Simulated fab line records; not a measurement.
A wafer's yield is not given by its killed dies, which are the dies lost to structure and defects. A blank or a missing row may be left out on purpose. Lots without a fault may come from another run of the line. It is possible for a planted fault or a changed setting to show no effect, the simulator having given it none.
One fault through the eyes of 2 desks ; flow nandHarc ; each desk holds nothing but its own numbers, with what lay behind them at the end

== THE DEFECT DESK ==
What the inspections along the route counted, lot by lot: means of the sampled wafers that have a number. A lot is out of limits, marked OUT, if its mean lies more than 4 standard deviations from the usual mean; the brackets give that distance.
Columns: A = rawDefectCount at NHARC_A_M0_INSPECT_27, usual 469
lot;first seen here;A
L284;day 18 11:01;680
L286;day 19 16:33;515
L287;day 19 23:35;463
L290;day 20 14:57;565
L291;day 20 15:32;378
L295;day 21 07:43;451
L294;day 21 14:01;746
L297;day 21 20:59;359
L299;day 22 19:29;332
L302;day 23 12:17;404
Result from this desk: across the 10 lots, nothing is out of limits.

== DESK OF THE TOOL OWNER: rieDiel-08 ==
The tool's own readings at NHARC_A_M1_ETCH_35 (etches the open film in N2/H2, target depth 40 nm, overetch 12 nm, time 43.94 s): means of the sampled wafers that have a number, for each lot that ran on this tool. A lot is out of limits, marked OUT, if its mean lies more than 4 standard deviations from the usual mean; the brackets give that distance.
Columns: A = chamberPressureMTorr at NHARC_A_M1_ETCH_35, usual 29.996 mTorr; B = drypumpMotorCurrentA at NHARC_A_M1_ETCH_35, usual 5.7 A; C = mfcArSccm at NHARC_A_M1_ETCH_35, usual 0.011 sccm; D = oesProductAu at NHARC_A_M1_ETCH_35, usual 1.003 a.u.; E = rfVppV at NHARC_A_M1_ETCH_35, usual 430.3 V; F = showerheadPlenumPTorr at NHARC_A_M1_ETCH_35, usual 2.03 Torr; G = throttleValvePct at NHARC_A_M1_ETCH_35, usual 14.172 %
lot;first seen here;A;B;C;D;E;F;G
L284;day 18 12:46;29.986;5.6;0.012;0.998;430.7;2.04;14.179
L287;day 20 01:48;30.013;5.5;0.012;1.007;430.4;2.04;14.168
L290;day 20 16:37;29.983;5.8;0.023;0.825 (-21) OUT;430.0;2.02;14.167
L291;day 20 17:14;29.976;5.5;0.012;0.821 (-22) OUT;430.5;2.04;14.177
L295;day 21 09:27;30.014;5.4;0.023;0.826 (-21) OUT;428.8;1.99;14.175
Finding of this desk: L290, L291, L295 out of limits; the first was L290 at day 20 16:37, on oesProductAu at NHARC_A_M1_ETCH_35. Within limits: L284, L287.

== ALL TOGETHER ==
On L290, L291, L295, at day 20 16:37, an alarm was possible from the tool owner's desk.
Nothing the defect desk looked at was out of limits.
The defect desk has L290, L291, L295 on record, within its limits.
NHARC_A_M1_ETCH_35 was run on rieDiel-08 by each of the lots named.

== WHAT THE SIMULATOR HAD INSERTED ==
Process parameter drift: rieDiel-08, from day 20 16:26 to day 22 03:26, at NHARC_A_M1_ETCH_35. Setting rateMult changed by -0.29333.
Lots struck among those shown: L290, L291, L295.
Each desk's first reading out of limits, in hours after the fault started: the tool owner's desk, 0.
